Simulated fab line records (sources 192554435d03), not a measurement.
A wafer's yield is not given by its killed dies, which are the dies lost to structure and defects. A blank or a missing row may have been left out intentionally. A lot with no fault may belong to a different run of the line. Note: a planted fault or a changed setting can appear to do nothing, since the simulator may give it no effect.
Which of the tools did it?	flow n5-finfet	Sampling: 14 lots, 40 wafers, 6 of 1938 route steps

== WHAT THE GAUGES READ, wafer by wafer ==
N5_SD_EPI_N_OVL_MEAS_10.
lot	measured	on	SD_N_BLK_OVL (nm)
L351	day 3 05:05	overlay-01	-0.7 -0.6 -0.6
L352	day 3 14:55	overlay-02	-0.1 0.2 1.3
L353	day 3 18:44	overlay-01	0.6 0.3 1.1
L355	day 4 06:26	overlay-01	1.2 0.5 0.0
L359	day 5 07:26	overlay-01	1.5 0.5
L360	day 5 12:35	overlay-01	0.1 0.5
L363	day 6 09:37	overlay-01	0.6 1.2 1.6
L365	day 6 19:40	overlay-02	-0.3 0.8 -1.0
L366	day 7 02:32	overlay-02	0.3 0.4 0.5
L369	day 7 21:11	overlay-02	1.2 0.6 0.8
L370	day 8 00:55	overlay-01	-0.6 -0.9 -0.5
L371	day 8 08:20	overlay-01	2.5 1.1 1.4
L372	day 8 11:16	overlay-02	0.7 0.3 0.6
L373	day 8 23:01	overlay-02	0.5 -0.1 -0.2

N5_SD_EPI_N_EPI_MEAS_23.
lot	measured	on	thk-nm (nm)
L351	day 3 08:34	film-metro-02	57.8 59.2 56.5
L352	day 3 19:06	film-metro-01	57.3 58.1 58.9
L353	day 3 22:47	film-metro-01	59.3 57.2 57.7
L355	day 4 10:40	film-metro-02	59.2 58.1 59.3
L359	day 5 12:00	film-metro-02	58.6 0.1
L360	day 5 16:46	film-metro-02	1.7 59.2
L363	day 6 13:49	film-metro-02	60.6 60.4 59.8
L365	day 6 23:08	film-metro-01	60.0 59.5 58.1
L366	day 7 07:13	film-metro-02	59.3 59.4 61.0
L369	day 8 01:23	film-metro-01	58.8 58.0 59.7
L370	day 8 04:23	film-metro-01	58.4 57.8 60.0
L371	day 8 13:56	film-metro-02	61.3 58.0 59.6
L372	day 8 14:43	film-metro-01	58.8 59.5 59.3
L373	day 9 02:40	film-metro-02	58.5 57.7 62.7

== WHAT TOOL EACH LOT RAN ON (gives the tool, then ch and the chambers of the sampled wafers, and finally the start) ==
lot	N5_SPACER0_ALD_08	N5_SD_EPI_N_ETCH_34	N5_SD_EPI_N_ETCHBACK_44	N5_SD_EPI_N_ETCH_45
L351	ald-sin-01 ch 1,2,3, day 3 04:30	rie-diel-03 ch 0,1,2, day 3 05:11	rie-diel-03 ch 0,1,2, day 3 05:34	rie-diel-03 ch 0,1,2, day 3 05:40
L352	ald-sin-01 ch 0,1,3, day 3 14:19	rie-diel-03 ch 0,1,2, day 3 15:00	rie-diel-03 ch 0,1,2, day 3 15:23	rie-diel-03 ch 0,1,2, day 3 15:29
L353	ald-sin-01 ch 1,2,3, day 3 18:16	rie-diel-04 ch 0,3, day 3 18:49	rie-diel-04 ch 0,3, day 3 19:12	rie-diel-04 ch 0,3, day 3 19:18
L355	ald-sin-02 ch 1,2, day 4 05:51	rie-diel-05 ch 1,2,3, day 4 06:32	rie-diel-05 ch 1,2,3, day 4 06:55	rie-diel-05 ch 1,2,3, day 4 07:01
L359	ald-sin-04 ch 0,3, day 5 06:51	rie-diel-03 ch 0,1, day 5 07:53	rie-diel-03 ch 0,1, day 5 08:16	rie-diel-03 ch 0,1, day 5 08:22
L360	ald-sin-02 ch 0,1, day 5 11:59	rie-diel-03 ch 0,3, day 5 12:40	rie-diel-03 ch 0,3, day 5 13:03	rie-diel-03 ch 0,3, day 5 13:09
L363	ald-sin-02 ch 0,2, day 6 09:02	rie-diel-05 ch 0,1,2, day 6 09:43	rie-diel-05 ch 0,1,2, day 6 10:05	rie-diel-05 ch 0,1,2, day 6 10:11
L365	ald-sin-04 ch 0,2,3, day 6 19:04	rie-diel-04 ch 1,2,3, day 6 19:45	rie-diel-04 ch 1,2,3, day 6 20:08	rie-diel-04 ch 1,2,3, day 6 20:14
L366	ald-sin-01 ch 0,1, day 7 02:04	rie-diel-04 ch 1,2,3, day 7 02:49	rie-diel-04 ch 1,2,3, day 7 03:12	rie-diel-04 ch 1,2,3, day 7 03:18
L369	ald-sin-02 ch 1,2,3, day 7 20:35	rie-diel-04 ch 2,3, day 7 21:16	rie-diel-04 ch 2,3, day 7 21:39	rie-diel-04 ch 2,3, day 7 21:45
L370	ald-sin-01 ch 1,3, day 8 00:20	rie-diel-05 ch 2,3, day 8 01:01	rie-diel-05 ch 2,3, day 8 01:23	rie-diel-05 ch 2,3, day 8 01:29
L371	ald-sin-02 ch 0,1, day 8 07:44	rie-diel-04 ch 1,2,3, day 8 08:51	rie-diel-04 ch 1,2,3, day 8 09:14	rie-diel-04 ch 1,2,3, day 8 09:20
L372	ald-sin-04 ch 0,1, day 8 10:41	rie-diel-03 ch 0,1, day 8 11:22	rie-diel-03 ch 0,1, day 8 11:44	rie-diel-03 ch 0,1, day 8 11:50
L373	ald-sin-04 ch 0,2,3, day 8 22:26	rie-diel-04 ch 1,2,3, day 8 23:18	rie-diel-04 ch 1,2,3, day 8 23:41	rie-diel-04 ch 1,2,3, day 8 23:47
- N5_SPACER0_ALD_08: deposits SiNx, target thk 2 nm.
- N5_SD_EPI_N_ETCH_34: etches SiARC in CF4, target depth 45.5 nm, time 75.8 s.
- N5_SD_EPI_N_ETCHBACK_44: etches SiNx in CH3F/O2, stops on SiO2, target depth 14.5 nm.
- N5_SD_EPI_N_ETCH_45: etches SiOCN in CH3F/O2, target depth 6 nm.

== WHAT THE TOOLS THEMSELVES READ (means of the sampled wafers that have a number; where no wafer has one, the mark that the record gives instead) ==
N5_SPACER0_ALD_08.
lot	tool	heater-power-w (W)
L351	ald-sin-01	918
L352	ald-sin-01	964
L353	ald-sin-01	911
L355	ald-sin-02	923
L359	ald-sin-04	810
L360	ald-sin-02	836
L363	ald-sin-02	821
L365	ald-sin-04	828
L366	ald-sin-01	887
L369	ald-sin-02	830
L370	ald-sin-01	1014
L371	ald-sin-02	817
L372	ald-sin-04	833
L373	ald-sin-04	827

N5_SD_EPI_N_ETCH_34.
lot	tool	drypump-motor-current-A (A)	etch-rf-on-time-s (s)	oes-product-au (a.u.)	rf-vpp-V (V)	showerhead-plenum-p-Torr (Torr)	throttle-valve-pct (%)
L351	rie-diel-03	6.0	74.9	0.69	184.1	2.16	15.61
L352	rie-diel-03	6.0	75.5	0.69	184.7	2.16	15.62
L353	rie-diel-04	6.3	77.0	0.68	183.2	2.13	15.32
L355	rie-diel-05	5.7	76.0	0.62	183.2	2.13	15.53
L359	rie-diel-03	5.9	75.5	0.71	183.3	2.12	15.45
L360	rie-diel-03	5.4	75.0	0.72	184.2	2.13	15.61
L363	rie-diel-05	5.6	76.4	0.60	183.2	2.07	15.60
L365	rie-diel-04	6.1	76.8	0.63	184.3	2.13	15.54
L366	rie-diel-04	6.2	75.8	0.63	184.1	2.13	15.56
L369	rie-diel-04	6.2	76.8	0.62	183.1	2.10	15.72
L370	rie-diel-05	6.1	76.1	0.60	184.1	2.14	15.59
L371	rie-diel-04	6.2	75.7	0.63	183.3	2.12	15.58
L372	rie-diel-03	6.2	73.3	0.71	184.8	2.11	15.44
L373	rie-diel-04	6.2	75.5	0.62	183.5	2.12	15.59

N5_SD_EPI_N_ETCHBACK_44.
lot	tool	CH3F_flow_sccm (sccm)	O2_flow_sccm (sccm)	drypump-motor-current-A (A)	oes-product-au (a.u.)	rf-vpp-V (V)	showerhead-plenum-p-Torr (Torr)	throttle-valve-pct (%)
L351	rie-diel-03	29.96	20.04	5.9	0.69	296	2.02	16.38
L352	rie-diel-03	29.97	20.00	5.9	0.69	296	2.02	16.38
L353	rie-diel-04	30.02	19.98	6.3	0.69	305	1.99	16.07
L355	rie-diel-05	29.98	19.99	5.7	0.62	290	1.99	16.24
L359	rie-diel-03	29.90	20.00	5.9	0.64	295	1.98	16.18
L360	rie-diel-03	29.98	19.98	5.4	0.65	298	1.99	16.34
L363	rie-diel-05	30.07	19.91	5.6	0.60	289	1.92	16.30
L365	rie-diel-04	30.06	19.99	6.2	0.64	298	1.99	16.27
L366	rie-diel-04	30.04	19.94	6.2	0.63	297	1.99	16.27
L369	rie-diel-04	30.00	20.01	6.2	0.63	296	1.96	16.43
L370	rie-diel-05	30.03	19.95	6.1	0.60	288	2.00	16.29
L371	rie-diel-04	29.96	20.01	6.2	0.63	298	1.98	16.31
L372	rie-diel-03	29.92	19.97	6.2	0.69	294	1.97	16.18
L373	rie-diel-04	29.99	19.96	6.2	0.62	297	1.98	16.31

N5_SD_EPI_N_ETCH_45.
lot	tool	CH3F_flow_sccm (sccm)	O2_flow_sccm (sccm)	drypump-motor-current-A (A)	oes-product-au (a.u.)	rf-vpp-V (V)	showerhead-plenum-p-Torr (Torr)	throttle-valve-pct (%)
L351	rie-diel-03	29.93	20.03	5.9	0.81	127.3	2.01	23.36
L352	rie-diel-03	30.05	20.07	6.0	0.81	128.3	2.01	23.37
L353	rie-diel-04	29.99	19.95	6.2	0.80	126.7	1.98	23.03
L355	rie-diel-05	30.09	20.06	5.7	0.71	127.2	1.98	23.14
L359	rie-diel-03	30.01	20.04	5.9	0.59	127.1	1.98	23.13
L360	rie-diel-03	29.96	20.02	5.5	0.54	125.6	1.98	23.34
L363	rie-diel-05	30.05	19.98	5.6	0.70	127.1	1.92	23.15
L365	rie-diel-04	30.00	20.00	6.2	0.74	127.5	1.98	23.17
L366	rie-diel-04	30.09	19.97	6.2	0.74	127.7	1.98	23.17
L369	rie-diel-04	30.00	19.98	6.3	0.74	126.6	1.95	23.36
L370	rie-diel-05	30.04	20.03	6.1	0.69	127.6	1.99	23.18
L371	rie-diel-04	29.97	19.99	6.2	0.73	127.6	1.98	23.19
L372	rie-diel-03	29.96	19.99	6.1	0.82	126.4	1.96	23.12
L373	rie-diel-04	29.92	19.98	6.2	0.73	126.8	1.98	23.20

== THE ANSWER, worked out from the rows above alone ==
Rule: what is usual is taken from the lots themselves. Put in order of their means at a reading, lots are off if they are a third of the lots or fewer, leave a main group of 4 or more, and stand apart from it by a gap of 3 or more times the standard deviation of the main group's means; of several such gaps the widest counts. A main group is skipped when, at the precision printed for the reading in the tables above, its means are all equal. A lot without any number at a reading at which 4 lots or more have one is off too. Where the step has rows for the other lots, those lots are counted as sound. The gauges are gone through in route order, then the tools' own readings, and for those a lot's mean is taken as printed above. The first step at which some lot is off is used, and at that step the reading that is off furthest; a lot without a number counts as furthest.
Off: L359, L360, at N5_SD_EPI_N_EPI_MEAS_23 (thk-nm). The main group has a mean of 59.0 nm with a standard deviation of 0.73.
A tool fits if, at a process step before that reading, it ran every lot that is off, and no sound lot after the first of them. Gauges at N5_SD_EPI_N_EPI_MEAS_23: tried the same way as those tools. None of those tried fits.

== WHAT THE SIMULATOR HAD PUT IN ==
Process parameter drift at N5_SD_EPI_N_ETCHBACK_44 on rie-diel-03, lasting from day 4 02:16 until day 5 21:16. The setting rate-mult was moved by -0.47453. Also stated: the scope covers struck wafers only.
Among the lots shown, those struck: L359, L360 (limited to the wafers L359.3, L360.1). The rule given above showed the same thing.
